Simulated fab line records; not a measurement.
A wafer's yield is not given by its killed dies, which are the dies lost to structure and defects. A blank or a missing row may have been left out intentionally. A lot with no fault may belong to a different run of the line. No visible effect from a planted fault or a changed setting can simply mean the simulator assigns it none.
Split-lot study | flow n5-finfet | 21 wafers read across 7 lots, on a route 1938 steps long

== ON THE SPLIT ==
At N5_SD_EPI_N_ETCH_16 (etches SiO2 in CHF3/O2, target depth 5 nm), the setting target-depth-a was moved away from the recipe's 50 angstrom on 7 of the 21 wafers read, by -7.5% to +8.6%. The other wafers ran this setting at the recipe's value.

The reading is taken at the split's own step.

== THE READING ==
etch.depth-nm (the simulator's own value, which no gauge read), in nm, at N5_SD_EPI_N_ETCH_16 (etches SiO2 in CHF3/O2, target depth 5 nm). The file gives no usual value for it. Across the 14 wafers here that went through the recipe, the average is 4.935 nm and the standard deviation 0.084 nm.

wafer  | tool, chamber at the split | target-depth-a as run, angstrom | against the recipe | etch.depth-nm, nm | against lot-mates on the recipe
L075.1 | rie-diel-03, 3             | 50                              | recipe             | 5.087             | -
L075.4 | rie-diel-03, 0             | 53.97                           | +7.9%              | 5.411             | +0.354
L075.5 | rie-diel-03, 3             | 50                              | recipe             | 5.026             | -
L080.3 | rie-diel-03, 0             | 46.25                           | -7.5%              | 4.629             | no lot-mate on the recipe
L080.4 | rie-diel-03, 1             | 46.25                           | -7.5%              | 4.545             | no lot-mate on the recipe
L080.6 | rie-diel-03, 3             | 46.25                           | -7.5%              | 4.711             | no lot-mate on the recipe
L083.3 | rie-diel-03, 0             | 47.54                           | -4.9%              | 4.797             | -0.257
L083.5 | rie-diel-03, 2             | 50                              | recipe             | 5.054             | -
L083.6 | rie-diel-03, 1             | 47.54                           | -4.9%              | 4.634             | -0.420
L084.1 | rie-diel-03, 1             | 50                              | recipe             | 4.864             | -
L084.2 | rie-diel-03, 0             | 50                              | recipe             | 5                 | -
L084.5 | rie-diel-03, 1             | 50                              | recipe             | 4.881             | -
L085.4 | rie-diel-03, 1             | 50                              | recipe             | 4.856             | -
L085.5 | rie-diel-03, 3             | 50                              | recipe             | 5.028             | -
L085.6 | rie-diel-03, 0             | 54.29                           | +8.6%              | 5.411             | +0.469
L090.2 | rie-diel-02, 1             | 50                              | recipe             | 4.855             | -
L090.3 | rie-diel-02, 3             | 50                              | recipe             | 4.909             | -
L090.6 | rie-diel-02, 0             | 50                              | recipe             | 4.866             | -
L092.1 | rie-diel-02, 0             | 50                              | recipe             | 4.841             | -
L092.2 | rie-diel-02, 3             | 50                              | recipe             | 4.952             | -
L092.4 | rie-diel-02, 1             | 50                              | recipe             | 4.87              | -

FIT RESULTS
A straight line over all 21 wafers: etch.depth-nm changes by +0.0486 nm for each +1% of target-depth-a; r = +0.92; the points scatter about the line by 0.086 nm.
The same after taking each lot's own level away (the mean of its wafers on the recipe; 18 wafers): +0.0554 nm for each +1%; r = +0.95; scatter 0.062 nm.
Per that fit: largest target-depth-a move, reading shift of 0.48 nm.
The lots' own levels span 4.8767 to 5.0565 nm, that is 2.2 times the standard deviation above.
Hence the slope depends on the lot-to-lot level, as the two fits are not the same.
Check: with one of the wafers moved furthest among these (+8.6%) left out of the fit, the line predicts +0.458 nm for it against its lot-mates. It came out at +0.469 nm against them.

== THE OTHER SPLITS THESE WAFERS WENT THROUGH ==
Before the reading, these wafers also passed through other splits. Each is held against what the fit with the lots' levels taken away leaves over:
other split on the same wafers        | wafers away from the commonest value | r with etch.depth-nm (lot level and that fit taken away)
N5_WELL_APT_EXPOSE_05 dose-mj         | 4                                    | +0.24
N5_WELL_APT_DEVELOP_07 develop-time-s | 7                                    | +0.02
N5_WELL_APT_PEB_23 peb-temp-c         | 8                                    | +0.20
N5_FIN_CUT_COAT_19 spin-rpm           | 5                                    | -0.05
N5_FIN_CUT_CUT_ETCH_26 time-s         | 7                                    | -0.12
N5_SD_EPI_N_COAT_33 spin-rpm          | 9                                    | -0.14

== THE FILE'S OWN FIT ==
etch.depth-nm changes by +0.0529 nm for each +1% of target-depth-a, r = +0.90.
